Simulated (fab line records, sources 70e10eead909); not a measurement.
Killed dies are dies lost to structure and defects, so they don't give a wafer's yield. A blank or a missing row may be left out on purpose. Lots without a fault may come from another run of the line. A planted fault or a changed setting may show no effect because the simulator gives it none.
fab line records | flow nand_harc
record lots=6 wafers=18 last_day=33
route steps=1302 shown P_CONTACT@241 P_M0@253 END@1302
lots that met no fault: from a run of the same line without faults
start_h: hours from the record's first day to the start of the lot's first wafer shown | wait_h: hours since the lot's step before | " the same as in the row above | L1.1+2: a row that stands for several wafers | - no value, or no start given | * or withheld: withheld | < > ~ a bound
route shown NAME@n: a module of which the file shows steps, and the number in the route of the first | usual: mean/standard deviation of fault-free wafers | same: alike in all rows | chamber/n: place in a boat | sites: the reading at each site | _std_site: their standard deviation | _edge_site: outer sites' mean less inner sites' | radius_mm: how far each site lies from the wafer's centre | mask NAME#n: copy n | behind: the tool/chamber that last shaped the wafer | hold: why the lot was held/for how many hours/how that ended | device: the transistor (n, p or np) that didn't switch | end of line: the same wafers' tests at the end of the route | a step without rows: its recipe alone | killed: dies lost to structure and defects at the first sort, not the wafer's yield | map: a wafer's dies, x killed, . not, _ none there
set.NAME: the setting as run; set.NAME@STEP: as run at that earlier step | model.NAME: the simulator's own value behind a step, which no gauge read
lots at some steps of the route; a table a step, a row a wafer
services: from which hour (start_h, from the record's first day; less than 0 if before it) a tool's chamber was out of use, for how many hours, and why
## steps
# step NHARC_P_CONTACT_CD_MEAS_19
# usual cd_nm=89.4/1.1
# columns lot.wafer tool chamber start_h wait_h cd_nm
L866.1 cd_sem-02 - 122.49 - 90.0
L866.3 " - " " 91.2
L866.6 " - " " 90.5
L867.1 cd_sem-01 - 140.37 - 90.5
L867.3 " - " " 89.8
L867.4 " - " " 91.0
L874.1 cd_sem-01 - 212.81 - 90.7
L874.3 " - " " 91.5
L874.4 " - " " 91.0
L879.1 cd_sem-03 - 264.94 - 90.1
L879.3 " - " " 90.4
L879.6 " - " " 89.6
L882.1 cd_sem-03 - 288.93 - 90.2
L882.5 " - " " 89.2
L882.6 " - " " 89.3
L886.3 cd_sem-01 - 328.51 - 87.6
L886.5 " - " " 88.5
L886.6 " - " " 89.0
# step NHARC_P_CONTACT_STRIP_28
# recipe o2_flow_sccm=500 ar_flow_sccm=0 bias_w=0 chemistry=O2
# usual drypump_motor_current_A=5.7/0.34 oes_product_au=1.000/0.0081 rf_vpp_V=57.6/0.93 showerhead_plenum_p_Torr=3.46/0.11 throttle_valve_pct=17.037/0.0088
# columns lot.wafer tool chamber start_h wait_h drypump_motor_current_A oes_product_au rf_hours_counter_h rf_vpp_V showerhead_plenum_p_Torr throttle_valve_pct
L866.3 rie_diel-11 2 122.57 0.1 5.4 0.998 1.3 57.1 3.34 17.039
L866.1 " 1 " " 6.1 0.992 1.3 56.5 3.38 17.030
L866.6 " 3 " " 5.5 0.997 - 58.7 3.49 17.029
L867.1 rie_diel-11 3 140.44 0.1 5.4 0.989 2.2 57.9 3.49 17.023
L867.4 " 1 " " 6.1 0.990 1.7 56.2 3.38 17.024
L867.3 " 2 " " 5.4 0.991 1.8 56.8 3.34 17.032
L874.4 rie_diel-07 2 212.89 0.1 5.8 0.989 1.5 57.8 3.60 17.050
L874.3 " 3 " " 6.5 1.005 1.4 57.3 3.35 17.017
L874.1 " 1 " " 5.7 0.998 1.8 57.8 3.52 17.029
L879.1 rie_diel-11 3 265.03 0.1 5.4 0.999 0.0 58.5 3.49 17.028
L879.3 " 1 " " 6.1 0.991 0.0 56.3 3.38 17.040
L879.6 " 2 " " 5.4 1.011 - 57.2 3.34 17.032
L882.1 rie_diel-08 1 289.00 0.1 5.1 1.001 4.9 56.9 3.45 17.039
L882.6 " 1 " " 5.1 0.998 - 58.1 3.45 17.037
L882.5 " 2 " " 5.2 0.992 - 58.1 3.52 17.038
L886.3 rie_diel-11 0 328.58 0.1 5.8 1.002 1.7 57.4 3.35 17.031
L886.5 " 0 " " 5.9 1.009 - 59.3 3.35 17.035
L886.6 " 1 " " 6.1 1.002 - 58.5 3.38 17.036
# step NHARC_P_CONTACT_STRIP_29
# recipe time_s=1200 temp_c=72.5 chemistry=post_etch_residue_remover
# step NHARC_P_CONTACT_DEGAS_38
# recipe temp_c=300 time_s=60
# usual heater_power_w=482/45
# columns lot.wafer tool chamber start_h wait_h heater_power_w
L866.3 pvd_sputter-03 - 123.21 - 418
L866.1 " - " " 521
L866.6 " - " " 419
L867.1 pvd_sputter-03 - 141.14 - 551
L867.3 " - " " 531
L867.4 " - " " 438
L874.4 pvd_sputter-01 - 213.52 - 480
L874.3 " - " " 547
L874.1 " - " " 466
L879.3 pvd_sputter-01 - 265.65 - 528
L879.1 " - " " 460
L879.6 " - " " 475
L882.1 pvd_sputter-01 - 289.66 - 490
L882.5 " - " " 471
L882.6 " - " " 487
L886.3 pvd_sputter-01 - 329.24 - 474
L886.5 " - " " 470
L886.6 " - " " 482
# step NHARC_P_CONTACT_PRE_CLEAN_39
# recipe time_s=19.5 bias_v=250 gas=Ar
# step NHARC_P_CONTACT_PVD_32
# recipe target_thk_a=50 chamber_pressure_pa=5 power_w=5000 substrate_temp_c=200 time_s=17.7 material=Ti
# usual throttle_valve_pct=29.7/1.1
# columns lot.wafer tool chamber start_h wait_h throttle_valve_pct
L866.3 pvd_sputter-03 - - - 29.3
L866.1 " - " " 29.0
L866.6 " - " " 29.6
L867.1 pvd_sputter-03 - - - 28.8
L867.4 " - " " 29.7
L867.3 " - " " 29.5
L874.3 pvd_sputter-01 - - - 32.1
L874.4 " - " " 30.1
L874.1 " - " " 30.7
L879.3 pvd_sputter-01 - - - 29.8
L879.1 " - " " 30.4
L879.6 " - " " 29.7
L882.1 pvd_sputter-01 - - - 31.7
L882.5 " - " " 28.3
L882.6 " - " " 30.6
L886.3 pvd_sputter-01 - - - 29.7
L886.6 " - " " 29.6
L886.5 " - " " 28.2
# step NHARC_P_CONTACT_ALD_22
# recipe target_thk_a=30 pulse_time_s=1 ald_cycles=150 temp_c=450 material=TiN
# step NHARC_P_CONTACT_CVD_23
# recipe target_thk_a=2000 temp_c=300 pressure_torr=40 wf6_flow_sccm=40 h2_flow_sccm=1600 ar_flow_sccm=1560 time_s=557 material=W
# usual heater_power_w=475/19 mfc_wf6_sccm=40.00/0.11 throttle_valve_pct=7.9/0.34
# columns lot.wafer tool chamber start_h wait_h heater_power_w mfc_wf6_sccm throttle_valve_pct
L866.1 cvd_w-02 0 - - 467 40.00 7.8
L866.3 " 0 " " 463 40.12 7.9
L866.6 " 0 " " 468 40.09 8.0
L867.1 cvd_w-02 1 - - 450 40.06 7.4
L867.3 " 1 " " 450 40.05 7.6
L867.4 " 0 " " 467 39.83 7.9
L874.1 cvd_w-01 0 - - 467 40.01 8.2
L874.4 " 1 " " 484 39.88 7.9
L874.3 " 0 " " 469 39.98 8.3
L879.1 cvd_w-01 1 - - 499 39.87 7.6
L879.3 " 1 " " 491 39.86 8.0
L879.6 " 0 " " 475 40.17 8.7
L882.1 cvd_w-01 1 - - 510 39.90 7.9
L882.6 " 1 " " 502 39.98 8.0
L882.5 " 0 " " 466 40.01 8.4
L886.3 cvd_w-02 0 - - 464 40.13 7.8
L886.6 " 1 " " 453 40.14 7.4
L886.5 " 0 " " 469 40.13 7.7
# step NHARC_P_CONTACT_CMP_24
# recipe t_overpolish_s=30 target_thk_nm=200
# usual motor_current_A=12.0/1.5 overpolish_run_s=30.001/0.0089 slurry_flow_ml_min=150.0/0.48 time_to_endpoint_s=39.6/2.4
# same t_overpolish_s=30
# columns lot.wafer tool chamber start_h wait_h motor_current_A overpolish_run_s slurry_flow_ml_min time_to_endpoint_s
L866.1 cmp-04 1 124.32 0.6 13.2 30.002 150.9 35.7
L866.3 " 3 " " 11.4 30.001 149.5 43.6
L866.6 " 1 " " 12.4 30.002 149.6 40.0
L867.3 cmp-01 0 142.70 0.4 9.9 29.999 150.7 42.8
L867.1 " 1 " " 11.1 30.015 150.6 42.1
L867.4 " 3 " " 10.7 30.005 149.8 40.0
L874.1 cmp-02 0 214.64 0.5 13.0 29.992 151.0 39.4
L874.4 " 1 " " 13.0 30.011 149.5 40.3
L874.3 " 3 " " 13.1 29.994 149.6 39.7
L879.1 cmp-02 0 266.80 0.6 12.8 29.997 150.0 39.5
L879.3 " 2 " " 10.1 30.014 150.1 37.8
L879.6 " 0 " " 12.9 30.007 149.5 40.5
L882.1 cmp-01 1 290.80 0.6 10.6 29.987 150.6 39.6
L882.5 " 3 " " 10.4 30.009 150.0 39.6
L882.6 " 0 " " 9.9 30.003 151.0 39.9
L886.3 cmp-01 1 330.30 0.3 10.7 30.008 150.1 37.5
L886.5 " 1 " " 10.8 30.013 150.2 40.5
L886.6 " 2 " " 11.6 30.018 150.1 41.1
# step NHARC_P_CONTACT_SRD_26
# step NHARC_P_CONTACT_INSPECT_27
# usual raw_defect_count=268/91
# columns lot.wafer tool chamber start_h wait_h raw_defect_count
L866.1 defect_inspect-01 - 124.70 0.1 319
L866.3 " - " " 390
L866.6 " - " " 329
L867.1 defect_inspect-01 - 143.10 0.1 282
L867.3 " - " " 267
L867.4 " - " " 261
L874.1 defect_inspect-01 - 215.05 0.1 319
L874.3 " - " " 450
L874.4 " - " " 272
L879.1 defect_inspect-01 - 267.17 0.1 245
L879.3 " - " " 361
L879.6 " - " " 144
L882.1 defect_inspect-02 - 291.15 0.1 296
L882.5 " - " " 176
L882.6 " - " " 124
L886.3 defect_inspect-01 - 330.71 0.1 133
L886.5 " - " " 206
L886.6 " - " " 177
# step NHARC_P_M0_DEP_00
# recipe target_thk_a=1500 target_thk_nm=150 temp_c=withheld pressure_torr=5 flow_sccm=200 rf_w=600 material=SiOC
# columns lot.wafer tool chamber start_h wait_h
L866.3+1+6 pecvd-03 2,0,2 124.81 0.1
L867.1+4+3 pecvd-04 2,2,0 143.17 0.1
L874.3+1+4 pecvd-01 2,0,2 215.11 0.1
L879.1+3+6 pecvd-04 2,1,0 267.24 0.1
L879.1+3+6 pecvd-04 2,1,0 267.74 -
L882.1+6+5 pecvd-03 0,1,2 291.22 0.1
L882.1+6+5 pecvd-03 0,1,2 291.72 -
L886.3+6+5 pecvd-04 2,2,0 330.89 0.2
# step NHARC_P_M0_DEHYDRATE_01
# recipe temp_c=150 time_s=120
# step NHARC_END_SORT_01
# recipe temp_c=25
# usual defect_limited_yield=90.7/2.6 killed_at_array=59/17 killed_at_other=0.7/0.9 killed_at_periphery=3.6/2.3 killed_dies=63/18 killed_open=3.4/1.9 killed_short=2.6/1.7
# same gross_dies=677
# columns lot.wafer tool chamber start_h wait_h defect_limited_yield[%] killed_at_array killed_at_other killed_at_periphery killed_dies killed_open killed_short
L882.1 prober-02 0 733.29 2.5 0 71 0 606 677 5 3
L882.5 prober-02 0 736.50 3.7 0 82 0 595 677 2 3
L882.6 prober-02 0 737.31 4.0 0 89 0 588 677 5 1
L879.1 prober-02 0 742.30 2.5 0 84 1 592 677 5 2
L879.3 prober-02 0 743.90 3.1 0 73 2 602 677 3 4
L879.6 prober-02 0 746.30 4.0 0 68 1 608 677 4 3
L886.3 prober-01 0 784.95 3.1 90.1 63 2 2 67 5 1
L886.5 prober-01 0 786.55 3.7 86.1 91 3 0 94 4 7
L886.6 prober-01 0 787.35 4.0 88.3 76 1 2 79 3 5
# killed by level:class
L882.1 P_M0:area_dep=606 A_CHANNEL_HOLE_D1:chamber_film_flake=27 A_SLIT:chamber_film_flake=27 A_CONTACT:chamber_film_flake=6 A_WL_FILL:geometric_particle:open=2 A_ONON_D1:geometric_particle:short=1 A_ONON_D1:geometric_particle:open=1 A_DECK1_JOINT:geometric_particle:short=1
L882.5 P_M0:area_dep=594 A_CHANNEL_HOLE_D1:chamber_film_flake=32 A_SLIT:chamber_film_flake=26 A_CONTACT:chamber_film_flake=13 A_DECK1_JOINT:chamber_film_flake=3 A_CHANNEL_FILL_D2:chamber_film_flake=2 P_GATE:geometric_particle:short=1 A_ONON_D1:geometric_particle:open=1
L882.6 P_M0:area_dep=583 A_CHANNEL_HOLE_D1:chamber_film_flake=32 A_SLIT:chamber_film_flake=29 A_CONTACT:chamber_film_flake=13 P_GATE:chamber_film_flake=3 A_WL_FILL:chamber_film_flake=3 A_ONON_D1:geometric_particle:open=2 A_DECK1_JOINT:geometric_particle:open=2
L879.1 P_M0:area_dep=589 A_CHANNEL_HOLE_D1:chamber_film_flake=36 A_SLIT:chamber_film_flake=34 A_CONTACT:chamber_film_flake=2 A_BLC:chamber_film_flake=2 P_M1:geometric_particle:open=1 A_ONON_D1:geometric_particle:open=1 A_DECK1_JOINT:geometric_particle:short=1
L879.3 P_M0:area_dep=598 A_CHANNEL_HOLE_D1:chamber_film_flake=40 A_SLIT:chamber_film_flake=24 A_CHANNEL_FILL_D2:geometric_particle:short=3 P_CONTACT:chamber_film_flake=3 A_CHANNEL_FILL_D2:chamber_film_flake=3 P_M1:geometric_particle:open=1 A_CHANNEL_FILL_D1:geometric_particle:open=1
L879.6 P_M0:area_dep=606 A_CHANNEL_HOLE_D1:chamber_film_flake=33 A_SLIT:chamber_film_flake=24 A_CHANNEL_FILL_D2:chamber_film_flake=3 A_CHANNEL_FILL_D1:geometric_particle:short=1 A_CHANNEL_FILL_D1:geometric_particle:open=1 A_DECK1_JOINT:geometric_particle:short=1 A_DECK1_JOINT:geometric_particle:open=1
L886.3 A_SLIT:chamber_film_flake=22 A_CHANNEL_HOLE_D2:chamber_film_flake=20 A_CHANNEL_HOLE_D1:chamber_film_flake=11 A_CONTACT:chamber_film_flake=4 THIN_TSV:chamber_film_flake=2 P_M0:geometric_particle:open=1 A_ONON_D1:geometric_particle:open=1 A_ONON_D2:geometric_particle:short=1
L886.5 A_CHANNEL_HOLE_D2:chamber_film_flake=29 A_SLIT:chamber_film_flake=29 A_CHANNEL_HOLE_D1:chamber_film_flake=15 A_CONTACT:chamber_film_flake=5 A_CHANNEL_HOLE_D1:geometric_particle:short=2 A_WL_FILL:geometric_particle:short=2 A_M0:geometric_particle:open=2 THIN_TSV:chamber_film_flake=2
L886.6 A_SLIT:chamber_film_flake=30 A_CHANNEL_HOLE_D2:chamber_film_flake=20 A_CONTACT:chamber_film_flake=8 A_CHANNEL_HOLE_D1:chamber_film_flake=7 A_ONON_D2:geometric_particle:short=2 A_CHANNEL_FILL_D2:geometric_particle:short=2 A_STAIRCASE:chamber_film_flake=2 P_M0:geometric_particle:open=1
# map L879.1 (x killed, . not)
____________x____________
_________xxxxxxx_________
_______xxxxxxxxxxx_______
______xxxxxxxxxxxxx______
_____xxxxxxxxxxxxxxx_____
____xxxxxxxxxxxxxxxxx____
____xxxxxxxxxxxxxxxxx____
___xxxxxxxxxxxxxxxxxxx___
___xxxxxxxxxxxxxxxxxxx___
__xxxxxxxxxxxxxxxxxxxxx__
__xxxxxxxxxxxxxxxxxxxxx__
_xxxxxxxxxxxxxxxxxxxxxxx_
_xxxxxxxxxxxxxxxxxxxxxxx_
_xxxxxxxxxxxxxxxxxxxxxxx_
_xxxxxxxxxxxxxxxxxxxxxxx_
_xxxxxxxxxxxxxxxxxxxxxxx_
xxxxxxxxxxxxxxxxxxxxxxxxx
xxxxxxxxxxxxxxxxxxxxxxxxx
xxxxxxxxxxxxxxxxxxxxxxxxx
xxxxxxxxxxxxxxxxxxxxxxxxx
xxxxxxxxxxxxxxxxxxxxxxxxx
_xxxxxxxxxxxxxxxxxxxxxxx_
_xxxxxxxxxxxxxxxxxxxxxxx_
_xxxxxxxxxxxxxxxxxxxxxxx_
_xxxxxxxxxxxxxxxxxxxxxxx_
_xxxxxxxxxxxxxxxxxxxxxxx_
__xxxxxxxxxxxxxxxxxxxxx__
__xxxxxxxxxxxxxxxxxxxxx__
___xxxxxxxxxxxxxxxxxxx___
___xxxxxxxxxxxxxxxxxxx___
____xxxxxxxxxxxxxxxxx____
____xxxxxxxxxxxxxxxxx____
_____xxxxxxxxxxxxxxx_____
______xxxxxxxxxxxxx______
_______xxxxxxxxxxx_______
_________xxxxxxx_________
____________x____________
# map L882.1 (x killed, . not)
____________x____________
_________xxxxxxx_________
_______xxxxxxxxxxx_______
______xxxxxxxxxxxxx______
_____xxxxxxxxxxxxxxx_____
____xxxxxxxxxxxxxxxxx____
____xxxxxxxxxxxxxxxxx____
___xxxxxxxxxxxxxxxxxxx___
___xxxxxxxxxxxxxxxxxxx___
__xxxxxxxxxxxxxxxxxxxxx__
__xxxxxxxxxxxxxxxxxxxxx__
_xxxxxxxxxxxxxxxxxxxxxxx_
_xxxxxxxxxxxxxxxxxxxxxxx_
_xxxxxxxxxxxxxxxxxxxxxxx_
_xxxxxxxxxxxxxxxxxxxxxxx_
_xxxxxxxxxxxxxxxxxxxxxxx_
xxxxxxxxxxxxxxxxxxxxxxxxx
xxxxxxxxxxxxxxxxxxxxxxxxx
xxxxxxxxxxxxxxxxxxxxxxxxx
xxxxxxxxxxxxxxxxxxxxxxxxx
xxxxxxxxxxxxxxxxxxxxxxxxx
_xxxxxxxxxxxxxxxxxxxxxxx_
_xxxxxxxxxxxxxxxxxxxxxxx_
_xxxxxxxxxxxxxxxxxxxxxxx_
_xxxxxxxxxxxxxxxxxxxxxxx_
_xxxxxxxxxxxxxxxxxxxxxxx_
__xxxxxxxxxxxxxxxxxxxxx__
__xxxxxxxxxxxxxxxxxxxxx__
___xxxxxxxxxxxxxxxxxxx___
___xxxxxxxxxxxxxxxxxxx___
____xxxxxxxxxxxxxxxxx____
____xxxxxxxxxxxxxxxxx____
_____xxxxxxxxxxxxxxx_____
______xxxxxxxxxxxxx______
_______xxxxxxxxxxx_______
_________xxxxxxx_________
____________x____________
## services
# columns tool chamber start_h hours kind
rie_diel-11 - 111.26 0.2 repair
cvd_w-02 0 133.00 3.3 repair
cmp-02 - 134.50 4.0 pm
pecvd-04 1 140.29 10.2 repair
cmp-01 - 150.84 0.7 repair
pvd_sputter-03 - 160.50 3.6 repair
pvd_sputter-03 - 170.00 10.0 pm
cvd_w-02 - 174.42 3.0 repair
pvd_sputter-03 - 181.10 6.1 repair
cmp-01 - 183.14 2.4 repair
pecvd-03 - 185.29 13.0 pm
cvd_w-01 - 185.39 13.0 pm
cmp-01 - 185.65 4.0 pm
cmp-02 - 232.50 4.0 pm
pvd_sputter-01 - 234.74 10.0 pm
cmp-01 - 237.47 2.4 repair
pvd_sputter-01 - 247.48 7.4 repair
rie_diel-11 - 255.50 9.0 pm
pecvd-04 - 264.13 0.7 repair
pecvd-03 2 264.84 10.5 repair
cvd_w-02 - 265.93 5.3 repair
pecvd-04 - 269.20 13.0 pm
cmp-01 - 283.78 4.0 pm
cmp-01 - 295.48 1.1 repair
## key
first_sign step=NHARC_P_M0_DEP_00 reading=visit direction=added
effect step=NHARC_END_SORT_01 reading=killed_at_periphery direction=up sigmas=99+ usual=3.6 struck=598.5
more_kills_born_at NHARC_P_M0_DEP_00@pecvd-04=1793 NHARC_P_M0_DEP_00@pecvd-03=1783
met_at NHARC_P_M0_DEP_00
struck_wafers L879.1,L879.3,L879.6,L882.1,L882.5,L882.6
later_rows_left_out L879.1,L879.3,L879.6,L882.1,L882.5,L882.6
fault kind=repeated_step_whole tool=pecvd-01,pecvd-03,pecvd-04 chamber=- onset_h=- steps=NHARC_P_M0_DEP_00 times=1 scope=struck_lots_only
# later_rows_left_out: the simulator's readings of these wafers behind a module that went badly wrong aren't trusted and aren't shown, but for the sort
